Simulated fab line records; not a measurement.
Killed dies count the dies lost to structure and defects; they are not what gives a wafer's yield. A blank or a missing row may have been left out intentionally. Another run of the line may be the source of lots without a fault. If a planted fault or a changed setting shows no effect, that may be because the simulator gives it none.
Which tool was responsible? ; flow nandHarc ; 12 lots with 36 wafers sampled at 5 steps, on a route of 1302 steps

WHAT THE GAUGES READ, wafer by wafer
NHARC_A_BLC_OVL_MEAS_11. Usual: overlayXNm -0.2 nm, standard deviation 0.77; overlayYNm 0.0 nm, standard deviation 1.
lot;measured;on;overlayXNm (nm);overlayYNm (nm);flag
L697;day 22 15:35;overlay-02;-0.4 0.1 -0.7;0.1 -0.4 0.3;
L698;day 23 05:35;overlay-02;0.3 0.4 0.7;-1.1 -1.6 -1.2;
L702;day 25 05:32;overlay-02;0.0 0.4 0.2;0.0 -0.3 0.1;
L703;day 25 11:58;overlay-02;-1.2 -1.1 -1.2;-1.0 -0.7 -0.3;
L704;day 25 13:22;overlay-02;-0.7 -0.3 -1.1;0.6 0.8 0.6;
L705;day 25 19:22;overlay-02;0.2 0.1 0.1;2.1 2.7 2.4;
L712;day 29 03:35;overlay-02;0.5 1.0 0.1;1.2 0.8 1.2;
L713;day 29 05:47;overlay-01;1.2 0.8 0.7;0.6 0.5 0.1;
L714;day 29 11:43;overlay-01;-0.4 -0.2 0.0;0.2 0.5 -0.4;
L717;day 31 16:24;overlay-01;-1.4 -0.7 -1.1;-1.5 -1.1 -1.6;
L720;day 32 11:37;overlay-02;1.0 0.5 1.3;0.5 0.1 0.2;
L719;day 32 12:23;overlay-02;-0.2 0.3 0.1;-1.7 -1.8 -1.8;

NHARC_END_SORT_01. Usual: defectLimitedYield 92 %, standard deviation 3; killedAtArray 52, standard deviation 20; killedAtOther 1.0, standard deviation 1.3; killedAtPeriphery 3.7, standard deviation 2.2; killedDies 57, standard deviation 20; killedOpen 3.2, standard deviation 1.6; killedShort 2.4, standard deviation 1.6; sort_bin_2_pct 2.9 %, standard deviation 1.4; sort_bin_3_pct 0.6 %, standard deviation 0.41; sort_bin_4_pct 4.8 %, standard deviation 1.5; sortNPass 620, standard deviation 20; sortRimYieldPct 93 %, standard deviation 3.5; sortYieldPct 92 %, standard deviation 3.
lot;measured;on;defectLimitedYield (%);killedAtArray;killedAtOther;killedAtPeriphery;killedDies;killedOpen;killedShort;sort_bin_2_pct (%);sort_bin_3_pct (%);sort_bin_4_pct (%);sortNPass;sortRimYieldPct (%);sortYieldPct (%);flag
L697;day 24 12:26;prober-01;92 92 92;48 48 48;1 3 0;2 3 4;51 54 52;2 4 6;3 3 7;2.2 2.7 2.5;0.7 0.4 1.0;4.6 4.9 4.1;626 623 625;93 93 89;92 92 92;
L698;day 25 02:49;prober-01;89 91 91;69 57 56;2 1 2;4 2 0;75 60 58;1 4 5;3 0 3;3.2 3.5 2.5;1.0 0.6 0.1;6.8 4.7 5.9;602 617 619;90 89 94;89 91 91;
L702;day 27 00:24;prober-02;89 91 89;69 59 75;0 1 0;5 3 0;74 63 75;3 1 3;2 2 1;3.7 4.4 4.4;0.1 1.0 0.7;7.1 3.8 5.9;603 614 602;89 95 90;89 91 89;
L703;day 27 08:38;prober-01;84 87 89;101 80 70;1 0 0;3 5 4;105 85 74;4 2 5;1 1 0;4.9 6.9 5.8;1.8 1.0 0.6;8.9 4.6 4.6;572 592 603;83 87 86;84 87 89;
L704;day 27 08:38;prober-02;96 96 96;23 20 28;4 0 1;3 5 1;30 25 30;3 5 5;0 4 1;1.3 1.3 2.1;0.3 0.3 0;2.8 2.1 2.4;647 652 647;97 94 98;96 96 96;
L705;day 27 17:13;prober-01;90 92 92;61 54 47;1 0 1;4 3 3;66 57 51;5 1 4;5 3 1;3.2 3.2 3.2;0.9 0.4 0.7;5.6 4.7 3.5;611 620 626;90 92 94;90 92 92;
L712;day 31 01:32;prober-01;90 90 91;65 66 55;2 0 2;2 2 5;69 68 62;2 1 3;1 4 2;4.3 3.4 3.0;1.3 0.6 0.3;4.6 6.1 5.9;608 609 615;90 91 92;90 90 91;
L713;day 30 23:29;prober-02;93 94 92;45 40 49;0 0 1;5 4 6;50 44 56;3 3 3;1 5 2;2.5 2.1 2.5;0.7 0.1 0.9;4.1 4.3 4.9;627 633 621;98 96 99;93 94 92;
L714;day 31 07:44;prober-01;87 87 89;80 77 68;1 0 0;6 10 8;87 87 76;3 5 2;1 4 3;4.3 5.6 5.6;1.3 0.6 0.7;7.2 6.6 4.9;590 590 601;92 90 92;87 87 89;
L717;day 33 10:22;prober-01;92 92 93;49 47 46;5 1 1;1 4 3;55 52 50;4 3 2;4 0 2;2.7 3.7 3.0;0.6 0.7 0.1;4.9 3.2 4.3;622 625 627;94 96 96;92 92 93;
L720;day 34 08:46;prober-02;92 94 94;51 36 42;1 0 0;1 2 0;53 38 42;3 1 2;3 3 4;2.7 1.9 1.8;0.4 0.1 0.1;4.7 3.5 4.3;624 639 635;93 95 94;92 94 94;
L719;day 34 08:01;prober-01;91 93 90;60 40 62;0 1 0;3 4 5;63 45 67;3 1 5;4 2 3;3.0 1.6 3.4;0.4 0.4 0.7;5.9 4.6 5.8;614 632 610;96 99 92;91 93 90;

WHAT TOOL EACH LOT RAN ON (gives the tool, then ch and the chambers of the sampled wafers, and finally the start)
lot;NHARC_A_CONTACT_ETCH_98;NHARC_A_M0_SOFTBAKE_04;NHARC_A_M0_PRE_CLEAN_29
L697;rieDiel-04 ch 0,1,2, day 22 15:35 or earlier;lithoTrack-04 ch 0, day 22 19:00;pvdSputter-01, day 24 12:26 or earlier
L698;rieDiel-04 ch 2,3, day 23 05:35 or earlier;lithoTrack-01 ch 0, day 23 09:00;pvdSputter-01, day 25 02:49 or earlier
L702;rieDiel-04 ch 0,1, day 25 05:32 or earlier;lithoTrack-06 ch 0, day 25 09:00;pvdSputter-02, day 27 00:24 or earlier
L703;rieDiel-04 ch 1,2, day 25 08:58;lithoTrack-06 ch 0, day 25 15:00;pvdSputter-01, day 27 08:38 or earlier
L704;rieDiel-09 ch 0,1,2, day 25 13:22 or earlier;lithoTrack-01 ch 0, day 25 16:00;pvdSputter-03, day 27 08:38 or earlier
L705;rieDiel-09 ch 0,3, day 25 19:22 or earlier;lithoTrack-06 ch 0, day 25 22:00;pvdSputter-03, day 27 17:13 or earlier
L712;rieDiel-09 ch 0,1, day 29 03:35 or earlier;lithoTrack-01 ch 0, day 29 07:00;pvdSputter-02, day 31 01:32 or earlier
L713;rieDiel-07 ch 0,1,2, day 29 02:40;lithoTrack-04 ch 0, day 29 09:00;pvdSputter-02, day 30 23:29 or earlier
L714;rieDiel-04 ch 1,2, day 29 11:43 or earlier;lithoTrack-01 ch 0, day 29 15:00;pvdSputter-03, day 31 07:44 or earlier
L717;rieDiel-07 ch 0,1,2, day 31 16:24 or earlier;lithoTrack-04 ch 0, day 31 20:00;pvdSputter-01, day 33 10:22 or earlier
L720;rieDiel-07 ch 0,2,3, day 32 11:37 or earlier;lithoTrack-04 ch 0, day 32 15:00;pvdSputter-02, day 34 08:46 or earlier
L719;rieDiel-09 ch 0,2, day 32 12:23 or earlier;lithoTrack-01 ch 0, day 32 16:00;pvdSputter-03, day 34 08:01 or earlier
- NHARC_A_CONTACT_ETCH_98: etches the open film in C4F6/O2, target depth 20 nm, time 10 s.
- NHARC_A_M0_SOFTBAKE_04: time 55 s.
- NHARC_A_M0_PRE_CLEAN_29: time 30 s.

AS READ BY THE TOOLS THEMSELVES (means over the sampled wafers that have a number; for cases with no such wafer, the mark the record gives instead)
NHARC_A_CONTACT_ETCH_98. Usual: drypumpMotorCurrentA 5.8 A, standard deviation 0.34; oesProductAu 0.952 a.u., standard deviation 0.019; rfVppV 547 V, standard deviation 4.2; showerheadPlenumPTorr 3.92 Torr, standard deviation 0.2; throttleValvePct 26.904 %, standard deviation 0.0099.
lot;tool;drypumpMotorCurrentA (A);oesProductAu (a.u.);rfVppV (V);showerheadPlenumPTorr (Torr);throttleValvePct (%);flag
L697;rieDiel-04;5.7;0.951;546;3.91;26.915;
L698;rieDiel-04;5.9;0.949;546;3.89;26.907;
L702;rieDiel-04;5.7;0.964;553;4.19;26.912;
L703;rieDiel-04;5.7;0.944;548;3.99;26.918;
L704;rieDiel-09;6.2;0.946;547;3.93;26.904;
L705;rieDiel-09;5.9;0.945;542;3.68;26.900;
L712;rieDiel-09;6.2;0.943;545;3.84;26.905;
L713;rieDiel-07;5.5;1.004;546;3.88;26.899;
L714;rieDiel-04;5.7;0.939;549;3.97;26.895;
L717;rieDiel-07;5.5;0.960;545;3.88;26.912;
L720;rieDiel-07;5.5;0.948;547;3.90;26.907;
L719;rieDiel-09;6.4;0.937;545;3.87;26.914;

NHARC_A_M0_SOFTBAKE_04. Usual: chillPlateTempC 22.97 C, standard deviation 0.11; heaterPowerTotalW 188.48 W, standard deviation 0.15.
lot;tool;chillPlateTempC (C);heaterPowerTotalW (W);flag
L697;lithoTrack-04;23.13;188.58;
L698;lithoTrack-01;23.02;188.55;
L702;lithoTrack-06;23.05;188.43;
L703;lithoTrack-06;22.81;188.56;
L704;lithoTrack-01;23.01;188.37;
L705;lithoTrack-06;22.96;188.41;
L712;lithoTrack-01;22.98;194.13;OFF
L713;lithoTrack-04;23.00;188.49;
L714;lithoTrack-01;22.86;194.24;OFF
L717;lithoTrack-04;22.89;188.47;
L720;lithoTrack-04;23.09;188.58;
L719;lithoTrack-01;22.91;188.35;

NHARC_A_M0_PRE_CLEAN_29. Usual: heaterPowerW reads 417 W (standard deviation 34).
lot;tool;heaterPowerW (W);flag
L697;pvdSputter-01;464;
L698;pvdSputter-01;461;
L702;pvdSputter-02;401;
L703;pvdSputter-01;430;
L704;pvdSputter-03;442;
L705;pvdSputter-03;437;
L712;pvdSputter-02;397;
L713;pvdSputter-02;404;
L714;pvdSputter-03;410;
L717;pvdSputter-01;446;
L720;pvdSputter-02;398;
L719;pvdSputter-03;437;

THE ANSWER, worked out from the rows above alone
Rule: a lot is off if the mean of its wafers that have a number lies more than 3 standard deviations from the usual mean. A lot without any number at a reading at which 4 lots or more have one is off too. Where the step has rows for the other lots, those lots are counted as sound. Order of review: gauges by route order, followed by the tools' own readings, for which a lot's mean as printed above is used. At the first step where some lot is off, the reading lying furthest off is the one used; lots without a number count as furthest.
Off: L712, L714 (NHARC_A_M0_SOFTBAKE_04, heaterPowerTotalW).
If a tool, at that step or one of the process steps before it, ran each lot that is off and ran no sound lot following the first of them, it fits. With no start given for some of its lots, NHARC_A_CONTACT_ETCH_98 uses the hours and lot order of NHARC_A_BLC_OVL_MEAS_11. No candidate that was tried fits.

WHAT WAS PUT IN BY THE SIMULATOR
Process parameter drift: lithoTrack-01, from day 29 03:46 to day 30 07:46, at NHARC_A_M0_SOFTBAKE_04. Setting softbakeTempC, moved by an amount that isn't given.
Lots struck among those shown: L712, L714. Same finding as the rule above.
